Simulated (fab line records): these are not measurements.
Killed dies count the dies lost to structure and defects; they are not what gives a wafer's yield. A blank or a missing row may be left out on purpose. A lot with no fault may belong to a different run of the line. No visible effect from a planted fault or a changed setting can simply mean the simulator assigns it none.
What tool caused it? | flow n5Finfet | 21 wafers from 7 lots sampled at 6 of the route's 1938 steps

## WHAT THE GAUGES SHOWED, per wafer
N5_BEOL_M4_RC_MEAS_101. Usual: DIBL_N 36.4 mV/V, standard deviation 2; DIBL_P 36.1 mV/V, standard deviation 2.5; IOFF_N 0.16 nA/um, standard deviation 0.037; IOFF_P 0.20 nA/um, standard deviation 0.038; ION_N 670 uA/um, standard deviation 13; ION_P 459 uA/um, standard deviation 8.3; SS_N 71.6 mV/dec, standard deviation 0.69; SS_P 73.3 mV/dec, standard deviation 0.72; VT_N 250 mV, standard deviation 3.4; VT_P -251 mV, standard deviation 3.1.
lot  | measured     | on        | DIBL_N (mV/V)  | DIBL_P (mV/V)  | IOFF_N (nA/um) | IOFF_P (nA/um) | ION_N (uA/um) | ION_P (uA/um) | SS_N (mV/dec)  | SS_P (mV/dec)  | VT_N (mV)   | VT_P (mV)      | flag
L358 | day 8 09:23  | prober-02 | 39.1 42.8 39.8 | 41.0 44.9 39.7 | 0.19 0.27 0.20 | 0.25 0.32 0.21 | 673 691 665   | 457 466 449   | 72.4 72.8 72.5 | 73.9 75.0 73.8 | 251 246 248 | -250 -248 -252 | 
L360 | day 8 11:45  | prober-01 | 34.5 36.0 32.3 | 33.9 36.7 32.2 | 0.12 0.16 0.10 | 0.16 0.21 0.14 | 665 681 654   | 454 467 457   | 71.7 72.5 70.5 | 72.6 72.8 71.8 | 255 247 256 | -255 -249 -255 | 
L367 | day 10 04:34 | prober-02 | 35.8 30.4 38.4 | 34.3 29.2 38.8 | 0.14 0.08 0.20 | 0.16 0.11 0.22 | 661 648 686   | 447 445 460   | 71.6 70.2 71.7 | 72.3 70.8 73.7 | 253 259 246 | -253 -259 -250 | 
L371 | day 11 03:53 | prober-01 | 36.4 39.1 36.8 | 34.2 36.0 34.2 | 0.14 0.18 0.14 | 0.20 0.22 0.22 | 664 668 670   | 454 456 467   | 70.9 71.5 71.6 | 73.3 73.7 73.4 | 250 246 252 | -251 -249 -248 | 
L370 | day 11 06:34 | prober-02 | 37.7 35.0 37.6 | 38.4 33.9 37.8 | 0.18 0.12 0.18 | 0.23 0.15 0.21 | 671 655 673   | 461 442 456   | 72.4 71.9 72.0 | 74.0 73.1 74.1 | 248 255 250 | -251 -257 -252 | 
L372 | day 11 10:58 | prober-02 | 39.1 34.5 38.9 | 39.9 33.9 38.1 | 0.23 0.13 0.21 | 0.28 0.17 0.23 | 689 662 670   | 468 451 459   | 72.3 71.2 72.5 | 74.1 72.6 73.4 | 244 250 247 | -245 -253 -250 | 
L378 | day 13 12:19 | prober-02 | 35.4 37.1 35.8 | 36.3 36.9 36.5 | 0.14 0.15 0.14 | 0.18 0.18 0.18 | 678 657 663   | 464 441 458   | 70.8 71.9 71.3 | 73.9 73.3 73.5 | 252 253 250 | -254 -256 -256 | 

N5_BEOL_M15_RC_MEAS_101. Usual: COMB_M10 1.4e-11 S/m, standard deviation 2.9e-12; COMB_M11 1.5e-11 S/m, standard deviation 3.3e-12; COMB_M12 6.4e-12 S/m, standard deviation 1.4e-12; COMB_M13 4.9e-12 S/m, standard deviation 1.1e-12; COMB_M14 3.6e-12 S/m, standard deviation 1e-12; COMB_M15 2.4e-12 S/m, standard deviation 7.4e-13; COMB_M5 3.6e-11 S/m, standard deviation 7.6e-12; COMB_M6 2.5e-11 S/m, standard deviation 5.3e-12; COMB_M7 2.6e-11 S/m, standard deviation 5.2e-12; COMB_M7_max_site 3.8e-11 S/m, standard deviation 9e-12; COMB_M8 2.7e-11 S/m, standard deviation 5e-12; COMB_M9 1.4e-11 S/m, standard deviation 3.5e-12; SERP_M10 3.20 ohm/um, standard deviation 0.11; SERP_M10_max_site 3.28 ohm/um, standard deviation 0.12; SERP_M11 3.09 ohm/um, standard deviation 0.11; SERP_M11_max_site 3.17 ohm/um, standard deviation 0.12; SERP_M12 0.629 ohm/um, standard deviation 0.018; SERP_M13 0.307 ohm/um, standard deviation 0.0081; SERP_M14 0.163 ohm/um, standard deviation 0.0073; SERP_M5 39.9 ohm/um, standard deviation 2.4; SERP_M6 14.3 ohm/um, standard deviation 0.69; SERP_M7 14.0 ohm/um, standard deviation 0.69; SERP_M8 14.3 ohm/um, standard deviation 0.76; SERP_M9 3.09 ohm/um, standard deviation 0.097.
lot  | measured     | on        | COMB_M10 (S/m)             | COMB_M11 (S/m)          | COMB_M12 (S/m)          | COMB_M13 (S/m)          | COMB_M14 (S/m)          | COMB_M15 (S/m)          | COMB_M5 (S/m)           | COMB_M6 (S/m)           | COMB_M7 (S/m)            | COMB_M7_max_site (S/m)   | COMB_M8 (S/m)           | COMB_M9 (S/m)           | SERP_M10 (ohm/um) | SERP_M10_max_site (ohm/um) | SERP_M11 (ohm/um) | SERP_M11_max_site (ohm/um) | SERP_M12 (ohm/um) | SERP_M13 (ohm/um) | SERP_M14 (ohm/um) | SERP_M5 (ohm/um) | SERP_M6 (ohm/um) | SERP_M7 (ohm/um) | SERP_M8 (ohm/um) | SERP_M9 (ohm/um) | flag
L358 | day 11 23:17 | prober-01 | 1.47e-11 1.79e-11 1.29e-11 | 1.3e-11 1e-11 1.2e-11   | 6.1e-12 4.3e-12 7.6e-12 | 6.6e-12 5.8e-12 5.1e-12 | 2.7e-12 3.2e-12 3.4e-12 | 2.2e-12 2.2e-12 1.5e-12 | 3.1e-11 4.1e-11 3e-11   | 2.1e-11 2.5e-11 2.8e-11 | 2.3e-11 2.8e-11 2.4e-11  | 3.8e-11 3.8e-11 3.1e-11  | 2.7e-11 2.6e-11 2.2e-11 | 1.3e-11 1.1e-11 1.1e-11 | 3.16 3.07 3.18    | 3.30 3.16 3.31             | 3.10 3.12 2.97    | 3.21 3.20 3.06             | 0.634 0.646 0.646 | 0.313 0.306 0.320 | 0.163 0.166 0.165 | 36.6 38.9 38.0   | 13.9 13.7 14.4   | 14.4 13.4 14.1   | 13.4 13.8 13.7   | 3.08 3.17 3.04   | 
L360 | day 12 10:07 | prober-01 | 1.68e-11 1.58e-11 1.14e-11 | 1.8e-11 1.8e-11 1.6e-11 | 4.3e-12 4.7e-12 5.4e-12 | 4.7e-12 6.3e-12 7.8e-12 | 5e-12 2.9e-12 4e-12     | 1.8e-12 1.9e-12 2.6e-12 | 4e-11 3.6e-11 3.5e-11   | 2.9e-11 2.9e-11 3.1e-11 | 2.1e-11 2.1e-11 2.8e-11  | 3e-11 2.9e-11 3.3e-11    | 3.4e-11 2.3e-11 2.1e-11 | 1.4e-11 1.1e-11 8e-12   | 3.24 3.42 3.32    | 3.33 3.46 3.41             | 3.13 3.04 3.21    | 3.21 3.11 3.29             | 0.638 0.639 0.657 | 0.326 0.310 0.305 | 0.172 0.171 0.161 | 39.0 41.5 44.5   | 13.8 13.9 13.4   | 13.5 13.8 12.4   | 14.6 15.6 14.4   | 3.20 3.34 3.11   | 
L367 | day 14 04:22 | prober-01 | 1.42e-11 1.63e-11 1.42e-11 | 1.2e-11 1.6e-11 1.2e-11 | 8e-12 8.2e-12 6.3e-12   | 4.3e-12 5.4e-12 5.3e-12 | 4e-12 3.6e-12 2.6e-12   | 2.5e-12 2.8e-12 2.7e-12 | 3.2e-11 3.9e-11 2.9e-11 | 2.7e-11 2e-11 2.3e-11   | 2.4e-11 1.51e-10 2.9e-11 | 5.4e-11 2.04e-10 4.4e-11 | 2e-11 1.7e-11 2.4e-11   | 1.4e-11 1.6e-11 1.8e-11 | 3.17 3.26 3.15    | 3.23 3.38 3.20             | 3.14 3.09 3.13    | 3.25 3.19 3.22             | 0.622 0.635 0.618 | 0.304 0.298 0.298 | 0.173 0.163 0.167 | 36.0 36.7 36.5   | 15.5 13.3 14.4   | 14.1 12.8 15.2   | 13.4 13.3 12.6   | 3.15 3.24 3.16   | OFF
L371 | day 14 20:55 | prober-01 | 1.22e-11 1.02e-11 1.18e-11 | 1.5e-11 1.2e-11 9e-12   | 7.5e-12 6.4e-12 7.5e-12 | 4.1e-12 3.4e-12 4.4e-12 | 2.3e-12 2.4e-12 3.7e-12 | 1.6e-12 2.1e-12 1.5e-12 | 4e-11 3.1e-11 4.2e-11   | 2.5e-11 2.4e-11 2.5e-11 | 3.2e-11 3.1e-11 2.9e-11  | 4.3e-11 3.6e-11 4.9e-11  | 3.3e-11 3e-11 2e-11     | 1.5e-11 1.5e-11 1.3e-11 | 3.10 3.00 3.16    | 3.19 3.06 3.27             | 3.22 3.20 3.05    | 3.29 3.28 3.09             | 0.622 0.638 0.624 | 0.314 0.304 0.314 | 0.164 0.173 0.164 | 40.4 35.4 39.9   | 15.2 13.6 13.1   | 14.7 14.5 15.0   | 16.2 14.9 15.3   | 3.25 3.14 3.17   | 
L370 | day 14 21:51 | prober-01 | 1.17e-11 1.29e-11 1.25e-11 | 1.7e-11 1.1e-11 1.5e-11 | 4.9e-12 4.6e-12 5.2e-12 | 4.4e-12 3.9e-12 3.8e-12 | 3.8e-12 3.2e-12 3.7e-12 | 1.8e-12 1.8e-12 2.5e-12 | 3.8e-11 4.4e-11 3.4e-11 | 2.4e-11 3.2e-11 2.9e-11 | 1.7e-11 1.11e-10 7.9e-11 | 2e-11 1.41e-10 1.26e-10  | 2.2e-11 2.6e-11 2.3e-11 | 1.1e-11 1.4e-11 1.3e-11 | 3.08 3.23 3.07    | 3.13 3.30 3.11             | 3.05 3.02 3.11    | 3.16 3.07 3.16             | 0.620 0.624 0.621 | 0.301 0.306 0.296 | 0.170 0.152 0.169 | 35.5 37.0 36.7   | 14.7 16.2 14.0   | 14.9 12.9 12.7   | 14.6 13.6 14.7   | 3.08 3.00 3.09   | OFF
L372 | day 15 13:34 | prober-01 | 2.24e-11 1.54e-11 1.85e-11 | 2e-11 2e-11 2.1e-11     | 8.4e-12 6.9e-12 5.4e-12 | 4.8e-12 4.3e-12 7.5e-12 | 2.7e-12 2.5e-12 2.4e-12 | 2.3e-12 1.7e-12 1.8e-12 | 3.7e-11 3.5e-11 3.2e-11 | 1.8e-11 1.8e-11 2.7e-11 | 2.7e-11 3.1e-11 2.4e-11  | 4.1e-11 4e-11 2.9e-11    | 2.7e-11 2e-11 1.6e-11   | 1.3e-11 8e-12 1e-11     | 3.16 3.06 3.10    | 3.22 3.07 3.15             | 3.13 3.05 3.11    | 3.18 3.12 3.16             | 0.607 0.617 0.616 | 0.295 0.304 0.299 | 0.176 0.152 0.169 | 38.7 35.8 35.8   | 13.1 14.2 14.2   | 14.2 15.0 13.7   | 15.1 14.1 16.1   | 2.94 2.99 3.07   | 
L378 | day 17 07:32 | prober-02 | 1.47e-11 2.33e-11 1.73e-11 | 1.1e-11 2.1e-11 1.3e-11 | 6.8e-12 7.4e-12 5.4e-12 | 5.3e-12 7.1e-12 6.2e-12 | 3.7e-12 5.4e-12 3.9e-12 | 3.1e-12 3.7e-12 2.8e-12 | 4.3e-11 3.4e-11 4e-11   | 2.8e-11 2.4e-11 2.4e-11 | 3.1e-11 2.4e-11 2.2e-11  | 4.1e-11 3.3e-11 3.7e-11  | 3.1e-11 3e-11 3.6e-11   | 1.9e-11 1.9e-11 2.1e-11 | 3.00 2.97 3.28    | 3.12 3.00 3.37             | 3.06 3.06 2.87    | 3.13 3.12 2.91             | 0.633 0.631 0.616 | 0.314 0.322 0.301 | 0.170 0.159 0.169 | 41.1 39.8 42.2   | 13.9 14.6 14.9   | 13.6 14.9 13.5   | 14.2 14.0 13.9   | 2.92 3.15 2.97   | 

## WHAT TOOL EACH LOT RAN ON (gives the tool, then ch and the chambers of the sampled wafers, and finally the start)
lot  | N5_BEOL_M7_DESCUM_33              | N5_BEOL_M7_VIA_ETCH_34            | N5_BEOL_M7_TRENCH_ETCH_37                    | N5_BEOL_M7_ALD_77
L358 | rieDiel-03 ch 0,2,3, day 9 07:29  | rieDiel-03 ch 0,2,3, day 9 07:40  | rieDiel-03 ch 0,2,3, day 9 08:41 or earlier  | aldMetal-02 ch 0,1, day 9 08:41
L360 | rieDiel-06 ch 0,3, day 9 11:21    | rieDiel-06 ch 0,3, day 9 11:32    | rieDiel-06 ch 0,3, day 9 12:30 or earlier    | aldMetal-02 ch 0,2,3, day 9 12:30
L367 | rieDiel-01 ch 1,2, day 11 09:49   | rieDiel-01 ch 1,2, day 11 10:00   | rieDiel-01 ch 1,2, day 11 10:56 or earlier   | aldMetal-02 ch 1,2,3, day 11 10:56
L371 | rieDiel-01 ch 1,2,3, day 12 05:14 | rieDiel-01 ch 1,2,3, day 12 05:25 | rieDiel-01 ch 1,2,3, day 12 06:17 or earlier | aldMetal-04 ch 0,2,3, day 12 06:17
L370 | rieDiel-01 ch 1,2,3, day 12 09:44 | rieDiel-01 ch 1,2,3, day 12 09:55 | rieDiel-01 ch 1,2,3, day 12 11:38 or earlier | aldMetal-02 ch 0,1,3, day 12 11:38
L372 | rieDiel-03 ch 0,2,3, day 12 13:56 | rieDiel-03 ch 0,2,3, day 12 14:07 | rieDiel-03 ch 0,2,3, day 12 14:59 or earlier | aldMetal-04 ch 0,2,3, day 12 14:59
L378 | rieDiel-01 ch 0,1,3, day 14 13:53 | rieDiel-01 ch 0,1,3, day 14 14:04 | rieDiel-01 ch 0,1,3, day 14 15:12 or earlier | aldMetal-03 ch 1,2, day 14 15:12
- N5_BEOL_M7_DESCUM_33: chemistry O2, time 7 s.
- N5_BEOL_M7_VIA_ETCH_34: etches SiCOH lowk in C4F6/O2, target depth 125.5 nm, time 50.5 s.
- N5_BEOL_M7_TRENCH_ETCH_37: etches SiCOH lowk in C4F6/O2, target depth 93.478 nm, time 31.2 s.
- N5_BEOL_M7_ALD_77: deposits TaN, target thk 2 nm, pulse time 2 s, purge time 3 s.

## WHAT THE TOOLS THEMSELVES READ (means of the sampled wafers that have a number; where no wafer has one, the mark that the record gives instead)
N5_BEOL_M7_DESCUM_33. Usual: drypumpMotorCurrentA 6.0 A, standard deviation 0.47; oesProductAu 0.76 a.u., standard deviation 0.085; rfVppV 243.0 V, standard deviation 1.5; showerheadPlenumPTorr 2.07 Torr, standard deviation 0.09; throttleValvePct 20.5 %, standard deviation 0.36.
lot  | tool       | drypumpMotorCurrentA (A) | oesProductAu (a.u.) | rfVppV (V) | showerheadPlenumPTorr (Torr) | throttleValvePct (%) | flag
L358 | rieDiel-03 | 6.0                      | 0.75                | 243.9      | 2.10                         | 20.4                 | 
L360 | rieDiel-06 | 6.4                      | 0.76                | 241.0      | 1.97                         | 20.1                 | 
L367 | rieDiel-01 | 5.4                      | 0.77                | 245.0      | 2.16                         | 20.6                 | 
L371 | rieDiel-01 | 5.4                      | 0.79                | 243.1      | 2.13                         | 20.6                 | 
L370 | rieDiel-01 | 5.4                      | 0.79                | 243.7      | 2.13                         | 20.6                 | 
L372 | rieDiel-03 | 5.9                      | 0.72                | 243.3      | 2.09                         | 20.4                 | 
L378 | rieDiel-01 | 5.5                      | 0.86                | 243.5      | 2.08                         | 20.5                 | 

N5_BEOL_M7_VIA_ETCH_34. Usual: drypumpMotorCurrentA 6.0 A, standard deviation 0.47; oesProductAu 0.76 a.u., standard deviation 0.084; rfVppV 663 V, standard deviation 20; showerheadPlenumPTorr 2.83 Torr, standard deviation 0.11; throttleValvePct 21.03 %, standard deviation 0.25.
lot  | tool       | drypumpMotorCurrentA (A) | oesProductAu (a.u.) | rfVppV (V) | showerheadPlenumPTorr (Torr) | throttleValvePct (%) | flag
L358 | rieDiel-03 | 5.9                      | 0.73                | 683        | 2.89                         | 21.00                | 
L360 | rieDiel-06 | 6.3                      | 0.76                | 636        | 2.70                         | 20.64                | 
L367 | rieDiel-01 | 5.4                      | 0.77                | 669        | 2.93                         | 21.02                | 
L371 | rieDiel-01 | 5.4                      | 0.79                | 663        | 2.90                         | 21.11                | 
L370 | rieDiel-01 | 5.4                      | 0.78                | 663        | 2.90                         | 21.12                | 
L372 | rieDiel-03 | 5.9                      | 0.71                | 683        | 2.88                         | 21.04                | 
L378 | rieDiel-01 | 5.5                      | 0.86                | 654        | 2.85                         | 21.08                | 

N5_BEOL_M7_TRENCH_ETCH_37. Usual: drypumpMotorCurrentA 6.0 A, standard deviation 0.47; oesProductAu 0.76 a.u., standard deviation 0.083; rfVppV 663 V, standard deviation 20; showerheadPlenumPTorr 2.83 Torr, standard deviation 0.11; throttleValvePct 21.06 %, standard deviation 0.25.
lot  | tool       | drypumpMotorCurrentA (A) | oesProductAu (a.u.) | rfVppV (V) | showerheadPlenumPTorr (Torr) | throttleValvePct (%) | flag
L358 | rieDiel-03 | 5.9                      | 0.74                | 682        | 2.89                         | 21.03                | 
L360 | rieDiel-06 | 6.3                      | 0.75                | 636        | 2.70                         | 20.67                | 
L367 | rieDiel-01 | 5.4                      | 0.77                | 668        | 2.93                         | 21.05                | 
L371 | rieDiel-01 | 5.4                      | 0.78                | 662        | 2.90                         | 21.15                | 
L370 | rieDiel-01 | 5.4                      | 0.79                | 663        | 2.90                         | 21.14                | 
L372 | rieDiel-03 | 5.9                      | 0.71                | 683        | 2.88                         | 21.07                | 
L378 | rieDiel-01 | 5.5                      | 0.85                | 654        | 2.85                         | 21.10                | 

N5_BEOL_M7_ALD_77. Usual: heaterPowerW 410 W, standard deviation 38; precursorVesselTempC 75.00 C, standard deviation 0.13.
lot  | tool        | heaterPowerW (W) | precursorVesselTempC (C) | flag
L358 | aldMetal-02 | 390              | 74.82                    | 
L360 | aldMetal-02 | 424              | 74.98                    | 
L367 | aldMetal-02 | 413              | 74.95                    | 
L371 | aldMetal-04 | 396              | 75.07                    | 
L370 | aldMetal-02 | 404              | 75.00                    | 
L372 | aldMetal-04 | 384              | 75.00                    | 
L378 | aldMetal-03 | 477              | 75.06                    | 

## THE ANSWER, worked out from the rows above alone
Rule: lot off if the mean of its wafers having a number is beyond 3 standard deviations from the usual mean. Also off: a lot with no number at a reading for which 4 or more lots have one. The other lots that the step has rows for count as sound. After the gauges, taken in route order, come the tools' own readings; for these a lot's mean is taken, as printed above. The first step at which some lot is off is used, and at that step the reading that is off furthest; a lot without a number counts as furthest.
Off: L367, L370, at N5_BEOL_M15_RC_MEAS_101 (COMB_M7).
If a tool, at a process step before that reading, ran all the lots that are off and no sound lot after the first of them, it fits. Gauges at N5_BEOL_M15_RC_MEAS_101: tried the same way as those tools. N5_BEOL_M7_TRENCH_ETCH_37: start missing for some lots; hours and lot order therefore follow N5_BEOL_M7_ALD_77. One fits: aldMetal-02 at N5_BEOL_M7_ALD_77. A fault onset in the window from L360 (day 9 12:30, its last sound lot) to L367 (day 11 10:56, its first lot off) fits.

## WHAT THE SIMULATOR HAD PUT IN
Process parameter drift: aldMetal-02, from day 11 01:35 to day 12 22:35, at N5_BEOL_M7_ALD_77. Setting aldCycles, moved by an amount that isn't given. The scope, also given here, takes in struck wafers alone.
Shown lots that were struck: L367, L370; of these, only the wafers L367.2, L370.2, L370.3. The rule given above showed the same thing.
